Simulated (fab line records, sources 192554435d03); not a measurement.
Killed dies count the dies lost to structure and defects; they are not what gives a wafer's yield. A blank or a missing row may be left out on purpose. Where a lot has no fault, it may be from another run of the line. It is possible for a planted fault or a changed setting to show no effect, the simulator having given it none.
fab line records	flow n5Finfet
record lots=24	wafers=72	lastDay=19
route steps=1938 shown BEOL_M2@911 BEOL_M3@956
lots that met no fault: from a run of the same line without faults
startH: hours from the record's first day to the start of the lot's first wafer shown	waitH: hours since the lot's step before	" the same as in the row above	L1.1+2: a row that stands for several wafers	- no value, or no start given	* or withheld: withheld	< > ~ a bound
route shown NAME@n: NAME is a module with steps in the file, n the number in the route of the first one	usual: mean/standard deviation of fault-free wafers	same: alike in all rows	chamber/n: place in a boat	sites: each site's reading	_std_site: their standard deviation	_edge_site: outer sites' mean less inner sites'	radiusMm: for every site, how far away it sits from the centre of the wafer	mask NAME#n: copy n	behind: tool/chamber where the wafer was last shaped	hold: the reason the lot was held/the length of the hold in hours/how it ended	device: which transistor (n, p or np) failed to switch	end of line: the same wafers' tests at the end of the route	a step without rows: its recipe alone	killed: count of dies lost to structure and defects at first sort (not the wafer's yield)	map: a wafer's dies, x killed, . not, _ none there
set.NAME: setting as actually run; set.NAME@STEP: the setting as run at that earlier step	model.NAME: the simulator's own value behind a step, which no gauge read
steps of the route over a sample of lots; a table a step, a row a wafer
services: the hour from which a tool's chamber was out of use, counted from the record's first day as startH (under 0 if before that day), plus the number of hours and why
## steps
# step N5_BEOL_M2_ANNEAL_87
# recipe tempC=400	timeS=240	ambient=vacuum
# usual heaterPowerW=846/58
lot.wafer	tool	chamber	startH	waitH	heaterPowerW
L074.1	pvdSputter-02	-	163.20	0.0	813
L074.3	"	-	"	"	775
L074.5	"	-	"	"	827
L075.1	pvdSputter-03	-	170.56	0.0	914
L075.4	"	-	"	"	917
L075.6	"	-	"	"	928
L076.2	pvdSputter-02	-	173.58	0.0	831
L076.3	"	-	"	"	965
L076.6	"	-	"	"	782
L077.2	pvdSputter-03	-	173.70	0.0	910
L077.3	"	-	"	"	925
L077.4	"	-	"	"	907
L078.1	pvdSputter-03	-	178.32	0.0	901
L078.3	"	-	"	"	928
L078.6	"	-	"	"	921
L080.1	pvdSputter-03	-	182.62	0.0	802
L080.3	"	-	"	"	915
L080.4	"	-	"	"	797
L079.2	pvdSputter-01	-	183.89	0.0	863
L079.3	"	-	"	"	785
L079.5	"	-	"	"	810
L081.1	pvdSputter-01	-	188.27	0.0	800
L081.4	"	-	"	"	849
L081.6	"	-	"	"	858
L082.1	pvdSputter-01	-	196.10	0.0	860
L082.3	"	-	"	"	776
L082.6	"	-	"	"	797
L083.1	pvdSputter-02	-	217.92	0.0	866
L083.2	"	-	"	"	963
L083.3	"	-	"	"	819
L084.3	pvdSputter-01	-	225.22	0.0	796
L084.4	"	-	"	"	850
L084.6	"	-	"	"	820
L087.1	pvdSputter-03	-	236.73	0.0	793
L087.4	"	-	"	"	806
L087.5	"	-	"	"	810
L085.3	pvdSputter-02	-	236.86	0.0	812
L085.5	"	-	"	"	849
L085.6	"	-	"	"	750
L086.1	pvdSputter-01	-	237.00	0.0	801
L086.4	"	-	"	"	842
L086.5	"	-	"	"	853
L089.2	pvdSputter-02	-	249.70	0.0	956
L089.3	"	-	"	"	835
L089.5	"	-	"	"	819
L088.3	pvdSputter-02	-	253.80	0.0	939
L088.5	"	-	"	"	933
L088.6	"	-	"	"	822
L090.1	pvdSputter-03	-	258.64	0.0	815
L090.3	"	-	"	"	940
L090.6	"	-	"	"	922
L091.1	pvdSputter-03	-	260.48	0.0	789
L091.4	"	-	"	"	923
L091.6	"	-	"	"	913
L092.2	pvdSputter-01	-	265.53	0.0	854
L092.3	"	-	"	"	815
L092.6	"	-	"	"	840
L093.1	pvdSputter-03	-	267.09	0.0	787
L093.3	"	-	"	"	822
L093.5	"	-	"	"	916
L094.3	pvdSputter-03	-	274.82	0.0	889
L094.5	"	-	"	"	910
L094.6	"	-	"	"	776
L095.2	pvdSputter-02	-	276.95	0.0	831
L095.4	"	-	"	"	967
L095.5	"	-	"	"	776
L096.3	pvdSputter-01	-	291.05	0.0	837
L096.4	"	-	"	"	829
L096.5	"	-	"	"	814
L097.1	pvdSputter-03	-	297.52	0.0	916
L097.3	"	-	"	"	798
L097.4	"	-	"	"	916
# step N5_BEOL_M2_ANNEAL_91
# recipe tempC=400	timeS=240	ambient=vacuum
# usual heaterPowerW=846/55
lot.wafer	tool	chamber	startH	waitH	heaterPowerW
L074.1	pvdSputter-02	-	163.64	0.0	819
L074.3	"	-	"	"	771
L074.5	"	-	"	"	831
L075.1	pvdSputter-03	-	171.00	0.0	933
L075.4	"	-	"	"	917
L075.6	"	-	"	"	917
L076.2	pvdSputter-02	-	174.02	0.0	841
L076.3	"	-	"	"	959
L076.6	"	-	"	"	759
L077.2	pvdSputter-03	-	174.14	0.0	934
L077.3	"	-	"	"	924
L077.4	"	-	"	"	919
L078.1	pvdSputter-03	-	178.76	0.0	922
L078.3	"	-	"	"	922
L078.6	"	-	"	"	922
L080.1	pvdSputter-03	-	183.06	0.0	795
L080.3	"	-	"	"	901
L080.4	"	-	"	"	781
L079.2	pvdSputter-01	-	184.33	0.0	856
L079.3	"	-	"	"	824
L079.5	"	-	"	"	789
L081.1	pvdSputter-01	-	188.71	0.0	801
L081.4	"	-	"	"	831
L081.6	"	-	"	"	848
L082.1	pvdSputter-01	-	196.54	0.0	843
L082.3	"	-	"	"	806
L082.6	"	-	"	"	806
L083.1	pvdSputter-02	-	218.36	0.0	840
L083.2	"	-	"	"	958
L083.3	"	-	"	"	816
L084.3	pvdSputter-01	-	225.66	0.0	822
L084.4	"	-	"	"	838
L084.6	"	-	"	"	814
L087.1	pvdSputter-03	-	237.17	0.0	786
L087.4	"	-	"	"	784
L087.5	"	-	"	"	798
L085.3	pvdSputter-02	-	237.30	0.0	845
L085.5	"	-	"	"	825
L085.6	"	-	"	"	780
L086.1	pvdSputter-01	-	237.44	0.0	793
L086.4	"	-	"	"	844
L086.5	"	-	"	"	855
L089.2	pvdSputter-02	-	250.14	0.0	908
L089.3	"	-	"	"	833
L089.5	"	-	"	"	815
L088.3	pvdSputter-02	-	254.24	0.0	916
L088.5	"	-	"	"	954
L088.6	"	-	"	"	803
L090.1	pvdSputter-03	-	259.08	0.0	802
L090.3	"	-	"	"	905
L090.6	"	-	"	"	913
L091.1	pvdSputter-03	-	260.92	0.0	784
L091.4	"	-	"	"	910
L091.6	"	-	"	"	924
L092.2	pvdSputter-01	-	265.97	0.0	839
L092.3	"	-	"	"	825
L092.6	"	-	"	"	838
L093.1	pvdSputter-03	-	267.53	0.0	799
L093.3	"	-	"	"	799
L093.5	"	-	"	"	915
L094.3	pvdSputter-03	-	275.26	0.0	928
L094.5	"	-	"	"	912
L094.6	"	-	"	"	802
L095.2	pvdSputter-02	-	277.39	0.0	846
L095.4	"	-	"	"	932
L095.5	"	-	"	"	783
L096.3	pvdSputter-01	-	291.49	0.0	837
L096.4	"	-	"	"	849
L096.5	"	-	"	"	809
L097.1	pvdSputter-03	-	297.96	0.0	915
L097.3	"	-	"	"	808
L097.4	"	-	"	"	909
# step N5_BEOL_M2_SPUTTER_94
# recipe material=Cu	targetThkA=45	tempC=-20	chamberPressurePa=0.07	powerW=withheld	timeS=8.29
# usual throttleValvePct=29.9/1.1
lot.wafer	tool	chamber	startH	waitH	throttleValvePct
L074.1	pvdSputter-02	-	164.00	0.1	28.1
L074.3	"	-	"	"	29.6
L074.5	"	-	"	"	28.8
L075.1	pvdSputter-03	-	171.36	0.1	28.5
L075.4	"	-	"	"	30.1
L075.6	"	-	"	"	28.3
L076.2	pvdSputter-02	-	174.38	0.1	28.5
L076.3	"	-	"	"	30.5
L076.6	"	-	"	"	29.7
L077.2	pvdSputter-03	-	174.50	0.1	30.0
L077.3	"	-	"	"	28.0
L077.4	"	-	"	"	30.1
L078.1	pvdSputter-03	-	179.12	0.1	28.1
L078.3	"	-	"	"	29.9
L078.6	"	-	"	"	30.3
L080.1	pvdSputter-03	-	183.42	0.1	30.2
L080.3	"	-	"	"	28.2
L080.4	"	-	"	"	30.0
L079.2	pvdSputter-01	-	184.69	0.1	31.4
L079.3	"	-	"	"	30.4
L079.5	"	-	"	"	30.3
L081.1	pvdSputter-01	-	189.07	0.1	30.3
L081.4	"	-	"	"	31.5
L081.6	"	-	"	"	31.5
L082.1	pvdSputter-01	-	196.90	0.1	31.7
L082.3	"	-	"	"	30.6
L082.6	"	-	"	"	31.3
L083.1	pvdSputter-02	-	218.72	0.1	28.8
L083.2	"	-	"	"	30.5
L083.3	"	-	"	"	28.4
L084.3	pvdSputter-01	-	226.02	0.1	30.7
L084.4	"	-	"	"	31.4
L084.6	"	-	"	"	31.4
L087.1	pvdSputter-03	-	237.53	0.1	30.1
L087.4	"	-	"	"	29.7
L087.5	"	-	"	"	29.3
L085.3	pvdSputter-02	-	237.66	0.1	28.3
L085.5	"	-	"	"	28.6
L085.6	"	-	"	"	29.4
L086.1	pvdSputter-01	-	237.80	0.1	31.5
L086.4	"	-	"	"	31.7
L086.5	"	-	"	"	31.5
L089.2	pvdSputter-02	-	250.50	0.1	30.2
L089.3	"	-	"	"	28.4
L089.5	"	-	"	"	28.3
L088.3	pvdSputter-02	-	254.60	0.1	30.4
L088.5	"	-	"	"	30.5
L088.6	"	-	"	"	28.4
L090.1	pvdSputter-03	-	259.44	0.1	30.1
L090.3	"	-	"	"	28.3
L090.6	"	-	"	"	30.1
L091.1	pvdSputter-03	-	261.28	0.1	30.3
L091.4	"	-	"	"	28.2
L091.6	"	-	"	"	28.2
L092.2	pvdSputter-01	-	266.33	0.1	31.6
L092.3	"	-	"	"	31.6
L092.6	"	-	"	"	31.5
L093.1	pvdSputter-03	-	267.89	0.1	30.2
L093.3	"	-	"	"	29.3
L093.5	"	-	"	"	30.1
L094.3	pvdSputter-03	-	275.62	0.1	29.9
L094.5	"	-	"	"	29.9
L094.6	"	-	"	"	30.1
L095.2	pvdSputter-02	-	277.75	0.1	28.8
L095.4	"	-	"	"	30.4
L095.5	"	-	"	"	29.6
L096.3	pvdSputter-01	-	291.85	0.1	31.6
L096.4	"	-	"	"	31.2
L096.5	"	-	"	"	31.3
L097.1	pvdSputter-03	-	298.32	0.1	28.4
L097.3	"	-	"	"	30.2
L097.4	"	-	"	"	30.0
# step N5_BEOL_M2_SPUTTER_96
# recipe material=Cu	targetThkA=45	tempC=-20	chamberPressurePa=0.07	powerW=withheld	timeS=8.29
# usual throttleValvePct=29.9/1.1
lot.wafer	tool	chamber	startH	waitH	throttleValvePct
L074.1	pvdSputter-02	-	164.22	0.1	28.5
L074.3	"	-	"	"	29.5
L074.5	"	-	"	"	28.9
L075.1	pvdSputter-03	-	171.58	0.1	28.3
L075.4	"	-	"	"	30.0
L075.6	"	-	"	"	28.1
L076.2	pvdSputter-02	-	174.60	0.1	28.6
L076.3	"	-	"	"	30.3
L076.6	"	-	"	"	29.5
L077.2	pvdSputter-03	-	174.72	0.1	30.0
L077.3	"	-	"	"	28.2
L077.4	"	-	"	"	30.1
L078.1	pvdSputter-03	-	179.34	0.1	28.3
L078.3	"	-	"	"	30.0
L078.6	"	-	"	"	29.6
L080.1	pvdSputter-03	-	183.64	0.1	30.1
L080.3	"	-	"	"	28.3
L080.4	"	-	"	"	30.3
L079.2	pvdSputter-01	-	184.91	0.1	31.6
L079.3	"	-	"	"	30.5
L079.5	"	-	"	"	30.4
L081.1	pvdSputter-01	-	189.29	0.1	30.1
L081.4	"	-	"	"	31.7
L081.6	"	-	"	"	31.9
L082.1	pvdSputter-01	-	197.12	0.1	31.4
L082.3	"	-	"	"	30.5
L082.6	"	-	"	"	31.4
L083.1	pvdSputter-02	-	218.94	0.1	28.7
L083.2	"	-	"	"	30.3
L083.3	"	-	"	"	28.4
L084.3	pvdSputter-01	-	226.24	0.1	30.6
L084.4	"	-	"	"	31.4
L084.6	"	-	"	"	31.6
L087.1	pvdSputter-03	-	237.75	0.1	30.0
L087.4	"	-	"	"	29.5
L087.5	"	-	"	"	29.6
L085.3	pvdSputter-02	-	237.88	0.1	28.1
L085.5	"	-	"	"	29.0
L085.6	"	-	"	"	29.5
L086.1	pvdSputter-01	-	238.02	0.1	31.6
L086.4	"	-	"	"	31.5
L086.5	"	-	"	"	31.8
L089.2	pvdSputter-02	-	250.72	0.1	30.5
L089.3	"	-	"	"	28.6
L089.5	"	-	"	"	28.4
L088.3	pvdSputter-02	-	254.82	0.1	30.3
L088.5	"	-	"	"	30.1
L088.6	"	-	"	"	28.5
L090.1	pvdSputter-03	-	259.66	0.1	30.5
L090.3	"	-	"	"	28.3
L090.6	"	-	"	"	30.2
L091.1	pvdSputter-03	-	261.50	0.1	30.0
L091.4	"	-	"	"	28.3
L091.6	"	-	"	"	28.3
L092.2	pvdSputter-01	-	266.55	0.1	31.5
L092.3	"	-	"	"	31.4
L092.6	"	-	"	"	31.5
L093.1	pvdSputter-03	-	268.11	0.1	30.2
L093.3	"	-	"	"	28.9
L093.5	"	-	"	"	29.9
L094.3	pvdSputter-03	-	275.84	0.1	29.8
L094.5	"	-	"	"	30.1
L094.6	"	-	"	"	30.4
L095.2	pvdSputter-02	-	277.97	0.1	28.8
L095.4	"	-	"	"	30.4
L095.5	"	-	"	"	29.6
L096.3	pvdSputter-01	-	292.07	0.1	31.4
L096.4	"	-	"	"	31.5
L096.5	"	-	"	"	31.7
L097.1	pvdSputter-03	-	298.54	0.1	28.3
L097.3	"	-	"	"	30.4
L097.4	"	-	"	"	29.8
# step N5_BEOL_M3_CD_MEAS_18
# recipe pitchNm=36	targetCdNm=18
# usual cdNm=17.7/0.36
lot.wafer	tool	chamber	startH	waitH	cdNm
L074.1	cdSem-01	-	166.77	0.0	17.6
L074.3	"	-	"	"	17.3
L074.5	"	-	"	"	17.5
L075.1	cdSem-02	-	176.88	0.0	17.8
L075.4	"	-	"	"	17.6
L075.6	"	-	"	"	17.4
L076.2	cdSem-03	-	178.24	0.1	17.8
L076.3	"	-	"	"	17.9
L076.6	"	-	"	"	18.0
L077.2	cdSem-03	-	178.71	0.1	17.4
L077.3	"	-	"	"	17.8
L077.4	"	-	"	"	17.8
L078.1	cdSem-02	-	182.47	0.0	18.0
L078.3	"	-	"	"	17.4
L078.6	"	-	"	"	17.7
L080.1	cdSem-02	-	187.02	0.0	17.3
L080.3	"	-	"	"	18.1
L080.4	"	-	"	"	18.0
L079.2	cdSem-01	-	187.42	0.1	18.3
L079.3	"	-	"	"	17.8
L079.5	"	-	"	"	17.7
L081.1	cdSem-02	-	193.38	0.0	17.2
L081.4	"	-	"	"	18.0
L081.6	"	-	"	"	17.4
L082.1	cdSem-03	-	200.80	0.1	17.2
L082.3	"	-	"	"	17.3
L082.6	"	-	"	"	17.4
L083.1	cdSem-02	-	222.42	0.0	18.3
L083.2	"	-	"	"	17.8
L083.3	"	-	"	"	17.5
L084.3	cdSem-01	-	229.23	0.1	17.8
L084.4	"	-	"	"	18.2
L084.6	"	-	"	"	17.4
L087.1	cdSem-02	-	241.13	0.0	17.8
L087.4	"	-	"	"	18.0
L087.5	"	-	"	"	17.5
L086.1	cdSem-03	-	241.22	0.0	17.2
L086.4	"	-	"	"	17.0
L086.5	"	-	"	"	17.0
L085.3	cdSem-03	-	241.45	0.1	17.9
L085.5	"	-	"	"	18.2
L085.6	"	-	"	"	18.0
L089.2	cdSem-02	-	253.86	0.1	16.9
L089.3	"	-	"	"	17.6
L089.5	"	-	"	"	17.8
L088.3	cdSem-02	-	257.92	0.1	18.2
L088.5	"	-	"	"	17.8
L088.6	"	-	"	"	18.3
L090.1	cdSem-01	-	264.45	0.0	17.7
L090.3	"	-	"	"	17.5
L090.6	"	-	"	"	17.7
L091.1	cdSem-02	-	265.06	0.0	17.5
L091.4	"	-	"	"	17.4
L091.6	"	-	"	"	17.4
L092.2	cdSem-01	-	269.13	0.1	17.5
L092.3	"	-	"	"	17.5
L092.6	"	-	"	"	17.9
L093.1	cdSem-03	-	271.71	0.0	18.0
L093.3	"	-	"	"	17.5
L093.5	"	-	"	"	18.3
L094.3	cdSem-02	-	279.43	0.1	18.2
L094.5	"	-	"	"	17.6
L094.6	"	-	"	"	17.9
L095.2	cdSem-03	-	282.10	0.1	18.3
L095.4	"	-	"	"	18.3
L095.5	"	-	"	"	17.3
L096.3	cdSem-01	-	295.00	0.1	17.8
L096.4	"	-	"	"	18.7
L096.5	"	-	"	"	18.0
L097.1	cdSem-02	-	303.21	0.0	17.5
L097.3	"	-	"	"	17.9
L097.4	"	-	"	"	18.4
# step N5_BEOL_M3_TRENCH_ETCH_37
# recipe chemistry=C4F6/O2	targetDepthA=555.55	target=SiOC	timeS=29.2	ionEnergyEv=250	pressureMtorr=30	sourceW=355	biasW=185	Ar_flow_sccm=300	C4F6_flow_sccm=10	O2_flow_sccm=10
# usual C4F6_flow_sccm=10.000/0.027	O2_flow_sccm=9.998/0.03	biasW=185.0/0.6	drypumpMotorCurrentA=5.9/0.37	oesProductAu=0.79/0.096	rfVppV=670/12	showerheadPlenumPTorr=2.89/0.074	throttleValvePct=20.92/0.2
lot.wafer	tool	chamber	startH	waitH	C4F6_flow_sccm	O2_flow_sccm	biasW	drypumpMotorCurrentA	oesProductAu	rfHoursCounterH	rfVppV	showerheadPlenumPTorr	throttleValvePct
L074.1	rieDiel-02	3	-	-	9.989	10.001	185.7	6.3	0.93	21	653	3.00	20.65
L074.3	"	1	"	"	10.000	10.012	185.5	5.7	0.95	5	673	2.93	20.75
L074.5	"	0	"	"	9.985	9.991	185.6	5.4	0.75	-	672	2.94	21.22
L075.1	rieDiel-01	1	-	-	10.022	10.021	185.1	5.8	0.69	250	640	2.93	21.36
L075.4	"	1	"	"	10.004	9.954	185.9	5.8	0.69	-	639	2.93	21.37
L075.6	"	3	"	"	10.007	9.944	185.0	5.8	0.86	-	675	2.89	20.93
L076.2	rieDiel-01	0	-	-	9.981	10.005	183.9	6.3	0.86	53	685	2.90	21.12
L076.3	"	3	"	"	9.952	10.003	185.1	5.8	0.87	57	674	2.89	20.94
L076.6	"	3	"	"	9.945	9.972	184.9	5.8	0.86	-	673	2.89	20.94
L077.2	rieDiel-05	2	-	-	9.939	10.013	182.7	5.1	0.74	176	667	2.74	20.81
L077.3	"	1	"	"	10.039	10.044	185.1	6.0	0.76	138	687	2.84	20.81
L077.4	"	0	"	"	9.975	9.987	185.1	6.1	0.68	219	668	2.94	21.00
L078.1	rieDiel-05	1	-	-	10.026	10.031	185.0	6.0	0.76	140	685	2.83	20.80
L078.3	"	0	"	"	10.052	10.032	186.6	6.1	0.69	220	669	2.93	21.03
L078.6	"	0	"	"	9.991	10.027	186.1	6.1	0.68	-	667	2.93	21.02
L080.1	rieDiel-01	3	-	-	10.034	9.963	183.7	5.9	0.85	66	674	2.89	20.93
L080.3	"	0	"	"	9.950	10.038	184.8	6.3	0.85	62	684	2.89	21.12
L080.4	"	0	"	"	9.987	10.020	185.1	6.3	0.84	-	686	2.89	21.12
L081.1	rieDiel-02	0	-	-	10.012	10.008	184.6	5.4	0.74	172	672	2.93	21.23
L081.4	"	2	"	"	10.045	10.015	184.8	6.2	0.68	-	670	2.80	20.71
L081.6	"	0	"	"	10.029	10.008	184.8	5.5	0.74	-	672	2.93	21.21
L079.2	rieDiel-01	0	-	-	9.995	10.012	186.3	6.3	0.84	64	684	2.89	21.12
L079.3	"	0	"	"	9.981	10.061	185.7	6.3	0.85	-	685	2.89	21.12
L079.5	"	2	"	"	9.993	10.042	184.7	5.9	0.98	-	669	3.01	20.63
L082.1	rieDiel-05	3	-	-	9.980	9.960	185.7	5.8	0.68	246	674	2.90	21.07
L082.3	"	2	"	"	9.966	9.968	184.7	5.0	0.74	183	667	2.74	20.84
L082.6	"	0	"	"	10.032	9.963	184.5	6.1	0.68	-	667	2.93	21.02
L083.1	rieDiel-05	0	-	-	10.013	9.990	184.4	6.1	0.68	226	668	2.93	21.04
L083.2	"	3	"	"	9.994	9.993	184.8	5.8	0.68	247	674	2.90	21.07
L083.3	"	1	"	"	9.977	10.005	185.4	6.0	0.75	147	686	2.83	20.82
L084.3	rieDiel-01	0	-	-	9.984	10.011	185.2	6.3	0.83	72	685	2.89	21.13
L084.4	"	3	"	"	9.997	10.013	185.5	5.8	0.84	73	674	2.88	20.95
L084.6	"	0	"	"	9.991	9.987	185.0	6.3	0.83	-	684	2.89	21.15
L087.1	rieDiel-02	3	-	-	9.952	9.957	184.9	6.3	0.88	49	653	2.99	20.71
L087.4	"	1	"	"	9.950	9.983	184.4	5.7	0.90	24	675	2.92	20.78
L087.5	"	3	"	"	9.972	10.003	184.5	6.3	0.86	-	652	2.99	20.71
L086.1	rieDiel-02	3	-	-	9.962	9.999	185.6	6.2	0.88	49	654	2.99	20.71
L086.4	"	1	"	"	10.022	10.005	184.8	5.7	0.89	25	674	2.92	20.76
L086.5	"	1	"	"	10.042	9.969	185.0	5.7	0.90	-	674	2.92	20.78
L085.3	rieDiel-05	1	-	-	10.018	9.955	184.8	6.0	0.74	157	685	2.83	20.83
L085.5	"	0	"	"	10.000	9.977	185.4	6.1	0.68	-	668	2.93	21.04
L085.6	"	2	"	"	9.970	9.960	185.0	5.0	0.73	-	667	2.73	20.84
L089.2	rieDiel-02	1	-	-	9.998	9.946	184.5	5.7	0.88	28	675	2.92	20.78
L089.3	"	3	"	"	9.968	10.002	185.4	6.3	0.87	52	652	2.99	20.71
L089.5	"	1	"	"	10.017	9.961	185.4	5.7	0.89	-	674	2.92	20.79
L088.3	rieDiel-02	3	-	-	9.994	9.981	184.8	6.2	0.87	53	654	2.99	20.72
L088.5	"	3	"	"	9.978	10.007	185.0	6.3	0.86	-	653	2.99	20.70
L088.6	"	0	"	"	10.006	10.005	185.7	5.5	0.73	-	672	2.92	21.26
L091.1	rieDiel-02	3	-	-	9.980	10.001	184.0	6.2	0.86	56	653	2.99	20.72
L091.4	"	2	"	"	10.025	10.046	185.8	6.1	0.67	240	670	2.80	20.74
L091.6	"	0	"	"	10.008	9.960	184.6	5.4	0.72	-	671	2.92	21.27
L090.1	rieDiel-05	2	-	-	9.961	9.994	184.8	5.0	0.73	204	666	2.73	20.85
L090.3	"	1	"	"	10.018	9.924	185.0	6.0	0.74	166	685	2.82	20.86
L090.6	"	1	"	"	10.010	10.002	185.8	6.0	0.74	-	685	2.82	20.85
L092.2	rieDiel-05	3	-	-	10.025	10.052	185.2	5.8	0.94	7	675	2.90	20.73
L092.3	"	0	"	"	9.972	10.032	185.3	6.1	0.67	244	668	2.92	21.05
L092.6	"	3	"	"	10.008	10.004	185.4	5.8	0.94	-	675	2.90	20.73
L093.1	rieDiel-02	2	-	-	10.026	10.027	184.6	6.2	0.66	244	667	2.79	20.75
L093.3	"	1	"	"	9.992	10.030	185.4	5.7	0.86	35	675	2.92	20.79
L093.5	"	3	"	"	10.023	10.083	186.1	6.2	0.85	-	653	2.99	20.70
L094.3	rieDiel-01	0	-	-	9.963	9.994	184.9	6.3	0.81	90	684	2.88	21.18
L094.5	"	0	"	"	10.028	10.022	185.4	6.3	0.81	-	685	2.88	21.17
L094.6	"	3	"	"	10.037	10.011	185.5	5.9	0.82	-	674	2.88	20.98
L095.2	rieDiel-05	3	-	-	9.954	9.990	185.1	5.8	0.94	9	676	2.90	20.73
L095.4	"	1	"	"	9.988	9.997	186.2	6.0	0.73	171	686	2.82	20.84
L095.5	"	2	"	"	9.969	9.986	184.3	5.0	0.72	-	667	2.73	20.88
L096.3	rieDiel-01	3	-	-	10.028	10.003	184.8	5.8	0.81	93	675	2.88	20.98
L096.4	"	1	"	"	10.028	10.011	184.9	5.8	0.88	26	638	2.92	20.96
L096.5	"	3	"	"	9.999	10.008	184.7	5.8	0.81	-	673	2.88	20.98
L097.1	rieDiel-02	0	-	-	10.015	10.020	185.2	5.5	0.72	199	673	2.92	21.27
L097.3	"	2	"	"	10.037	9.991	185.0	6.2	0.67	248	667	2.79	20.74
L097.4	"	1	"	"	9.965	9.995	183.9	5.7	0.87	40	675	2.92	20.80
## services
tool	chamber	startH	hours	kind
pvdSputter-02	-	139.65	3.9	repair
rieDiel-05	1	140.73	9.1	repair
pvdSputter-03	-	144.16	23.3	repair
rieDiel-01	3	144.44	4.0	repair
rieDiel-01	2	168.39	-	clean
rieDiel-01	2	168.39	-	consumableReplace:focusRing
rieDiel-01	2	168.39	-	consumableReplace:showerhead
rieDiel-01	2	168.39	21.4	scheduledDown
rieDiel-01	2	168.39	21.4	ventCycle
rieDiel-02	2	177.07	8.7	repair
pvdSputter-02	-	183.42	2.3	repair
rieDiel-01	1	189.91	-	clean
rieDiel-01	1	189.91	-	consumableReplace:focusRing
rieDiel-01	1	189.91	30.6	scheduledDown
rieDiel-01	1	189.91	30.6	ventCycle
rieDiel-02	1	203.82	16.6	repair
rieDiel-01	3	205.00	4.9	repair
rieDiel-05	0	227.75	9.5	repair
rieDiel-05	3	237.47	-	clean
rieDiel-05	3	237.47	-	consumableReplace:focusRing
rieDiel-05	3	237.47	25.4	scheduledDown
rieDiel-05	3	237.47	25.4	ventCycle
rieDiel-01	3	252.29	4.1	repair
rieDiel-02	-	263.90	1.7	repair
## key
fault none
